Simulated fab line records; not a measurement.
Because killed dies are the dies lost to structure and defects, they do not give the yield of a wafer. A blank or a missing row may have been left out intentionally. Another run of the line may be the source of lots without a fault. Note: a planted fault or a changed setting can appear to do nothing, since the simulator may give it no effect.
Chamber matching + flow n5-finfet + 4 sister chambers for N5_ILD0_CMP_07 on cmp-01
The step polishes SiO2 flowable, stops on poly-Si, t overpolish 1.18 s, target thk 138.88 nm. 24 wafers are shown with their chamber, then 12 later ones without.

EACH WAFER AND ITS CHAMBER
| wafer  | chamber | platen-rpm (rpm) | motor-current-A (A) |
|--------|---------|------------------|---------------------|
| L074.4 | 0       | 51.74            | 12.1                |
| L074.5 | 3       | 51.74            | 11.7                |
| L074.6 | 0       | 51.83            | 11.7                |
| L079.2 | 2       | 51.81            | 11.8                |
| L079.4 | 3       | 51.75            | 11.7                |
| L079.5 | 0       | 51.75            | 12.1                |
| L081.3 | 2       | 51.85            | 11.4                |
| L081.4 | 1       | 51.84            | 11.9                |
| L081.5 | 2       | 51.85            | 11.7                |
| L083.3 | 3       | 51.80            | 11.6                |
| L083.4 | 1       | 51.80            | 12.1                |
| L083.5 | 2       | 51.77            | 11.6                |
| L084.4 | 1       | 51.75            | 11.8                |
| L084.5 | 1       | 51.82            | 12.0                |
| L084.6 | 2       | 51.79            | 11.1                |
| L086.1 | 1       | 51.81            | 12.6                |
| L086.2 | 0       | 51.73            | 11.1                |
| L086.6 | 3       | 51.81            | 12.2                |
| L088.1 | 2       | 51.75            | 12.0                |
| L088.4 | 3       | 51.83            | 11.9                |
| L088.5 | 2       | 51.74            | 12.1                |
| L089.1 | 3       | 51.84            | 12.1                |
| L089.3 | 1       | 51.86            | 11.6                |
| L089.6 | 0       | 51.78            | 12.2                |

SIGNATURES (means of the wafers above)
| reading         | chamber 0 | chamber 1 | chamber 2 | chamber 3 | scatter within a chamber |
|-----------------|-----------|-----------|-----------|-----------|--------------------------|
| platen-rpm      | 51.7660   | 51.8133   | 51.7943   | 51.7950   | 0.0413                   |
| motor-current-A | 11.840    | 12.000    | 11.671    | 11.867    | 0.348                    |
Rule: for a wafer and a chamber, the distance is found by dividing, reading by reading, the gap between the wafer's reading and the chamber's mean by the reading's scatter, squaring, summing and taking the root. If the next closest chamber is less than 2 further off than the closest, the wafer can't be placed; otherwise it belongs to the closest. The scatter: the root of (the sum of the squares of (reading less its chamber's mean) over the shown wafers, divided by (wafers less chambers)).

WAFERS WHOSE CHAMBER IS MISSING
| wafer  | platen-rpm (rpm) | motor-current-A (A) |
|--------|------------------|---------------------|
| L090.3 | 51.81            | 11.9                |
| L090.4 | 51.78            | 11.8                |
| L090.6 | 51.77            | 11.6                |
| L091.1 | 51.80            | 11.2                |
| L091.2 | 51.78            | 11.8                |
| L091.6 | 51.79            | 12.1                |
| L092.1 | 51.72            | 12.2                |
| L092.2 | 51.80            | 12.0                |
| L092.3 | 51.81            | 11.7                |
| L095.1 | 51.80            | 12.1                |
| L095.4 | 51.83            | 11.6                |
| L095.5 | 51.72            | 11.9                |

WHICH CHAMBER EACH WENT THROUGH
| wafer  | from the rows above               | in truth |
|--------|-----------------------------------|----------|
| L090.3 | can't be placed: 1 or 3 or 2 or 0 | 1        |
| L090.4 | can't be placed: 0 or 3 or 2 or 1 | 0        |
| L090.6 | can't be placed: 2 or 0 or 3 or 1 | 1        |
| L091.1 | can't be placed: 2 or 3 or 0 or 1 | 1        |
| L091.2 | can't be placed: 0 or 3 or 2 or 1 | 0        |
| L091.6 | can't be placed: 1 or 3 or 0 or 2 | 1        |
| L092.1 | can't be placed: 0 or 3 or 1 or 2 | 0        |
| L092.2 | can't be placed: 1 or 3 or 0 or 2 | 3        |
| L092.3 | can't be placed: 2 or 3 or 1 or 0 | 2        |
| L095.1 | can't be placed: 1 or 3 or 0 or 2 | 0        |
| L095.4 | can't be placed: 2 or 3 or 1 or 0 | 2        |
| L095.5 | can't be placed: 0 or 3 or 2 or 1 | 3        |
0 of 12 placed correctly. These rows do not allow placing 12 (true chamber among the candidates in 12). Placed wrongly: 0.
